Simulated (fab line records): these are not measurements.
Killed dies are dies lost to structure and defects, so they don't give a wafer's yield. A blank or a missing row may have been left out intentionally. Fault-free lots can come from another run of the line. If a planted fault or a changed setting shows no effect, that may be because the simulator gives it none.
Matching of chambers + flow n5-finfet + N5_BEOL_M1_VIA_ETCH_34 on rie-diel-02 has 4 sister chambers
The step etches the open film in C4F6/O2, target depth 67.8 nm, time 64.4 s. 20 wafers are shown with their chamber, then 10 later ones without.

## WAFERS PAIRED WITH THEIR CHAMBERS
| wafer  | chamber | showerhead-plenum-p-Torr (Torr) | drypump-motor-current-A (A) | throttle-valve-pct (%) |
|--------|---------|---------------------------------|-----------------------------|------------------------|
| L076.1 | 1       | 2.94                            | 5.5                         | 30.71                  |
| L076.4 | 2       | 2.76                            | 5.1                         | 30.59                  |
| L076.5 | 1       | 2.94                            | 5.6                         | 30.74                  |
| L080.1 | 1       | 2.94                            | 5.5                         | 30.71                  |
| L080.2 | 0       | 3.03                            | 5.1                         | 31.03                  |
| L080.6 | 0       | 3.03                            | 5.1                         | 31.04                  |
| L084.1 | 3       | 2.90                            | 6.6                         | 30.40                  |
| L084.3 | 0       | 3.02                            | 5.1                         | 31.06                  |
| L084.5 | 1       | 2.94                            | 5.5                         | 30.74                  |
| L083.1 | 3       | 2.90                            | 6.5                         | 30.42                  |
| L083.3 | 1       | 2.94                            | 5.6                         | 30.74                  |
| L083.5 | 3       | 2.90                            | 6.6                         | 30.41                  |
| L088.3 | 0       | 3.02                            | 5.1                         | 31.08                  |
| L088.4 | 3       | 2.90                            | 6.6                         | 30.44                  |
| L088.5 | 1       | 2.93                            | 5.5                         | 30.75                  |
| L089.1 | 1       | 2.93                            | 5.5                         | 30.74                  |
| L089.3 | 3       | 2.90                            | 6.6                         | 30.44                  |
| L089.4 | 1       | 2.93                            | 5.6                         | 30.75                  |
| L090.1 | 1       | 2.93                            | 5.6                         | 30.75                  |
| L090.2 | 3       | 2.90                            | 6.6                         | 30.42                  |

SIGNATURES (means of the wafers above)
| reading                  | chamber 0 | chamber 1 | chamber 2 | chamber 3 | scatter within a chamber |
|--------------------------|-----------|-----------|-----------|-----------|--------------------------|
| showerhead-plenum-p-Torr | 3.0250    | 2.9356    | 2.7600    | 2.9000    | 0.00449                  |
| drypump-motor-current-A  | 5.100     | 5.544     | 5.100     | 6.583     | 0.0437                   |
| throttle-valve-pct       | 31.0525   | 30.7367   | 30.5900   | 30.4217   | 0.0172                   |
Rule: a wafer's distance from a chamber is the root of the sum, over the readings, of the square of ((its reading less the chamber's mean) divided by the reading's scatter). The wafer belongs to the nearest chamber; if the next one is less than 2 further off, it can't be placed. The scatter: take each reading less its chamber's mean, square it, sum over the shown wafers, divide by the number of wafers less the number of chambers, and take the root.

## WAFERS WHOSE CHAMBER IS MISSING
| wafer  | showerhead-plenum-p-Torr (Torr) | drypump-motor-current-A (A) | throttle-valve-pct (%) |
|--------|---------------------------------|-----------------------------|------------------------|
| L090.3 | 3.01                            | 5.1                         | 31.06                  |
| L092.1 | 2.90                            | 6.5                         | 30.43                  |
| L092.4 | 2.75                            | 5.1                         | 30.59                  |
| L092.5 | 3.01                            | 5.1                         | 31.08                  |
| L094.2 | 3.01                            | 5.1                         | 31.07                  |
| L094.3 | 2.89                            | 6.6                         | 30.44                  |
| L094.5 | 3.01                            | 5.1                         | 31.09                  |
| L095.2 | 2.75                            | 5.1                         | 30.60                  |
| L095.4 | 2.89                            | 6.6                         | 30.44                  |
| L095.6 | 2.92                            | 5.5                         | 30.76                  |

## CHAMBER TAKEN BY EACH
| wafer  | from the rows above | in truth |
|--------|---------------------|----------|
| L090.3 | 0                   | 0        |
| L092.1 | 3                   | 3        |
| L092.4 | 2                   | 2        |
| L092.5 | 0                   | 0        |
| L094.2 | 0                   | 0        |
| L094.3 | 3                   | 3        |
| L094.5 | 0                   | 0        |
| L095.2 | 2                   | 2        |
| L095.4 | 3                   | 3        |
| L095.6 | 1                   | 1        |
Placed correctly: 10 of 10. Not placeable from these rows: 0. Wrongly placed: 0.
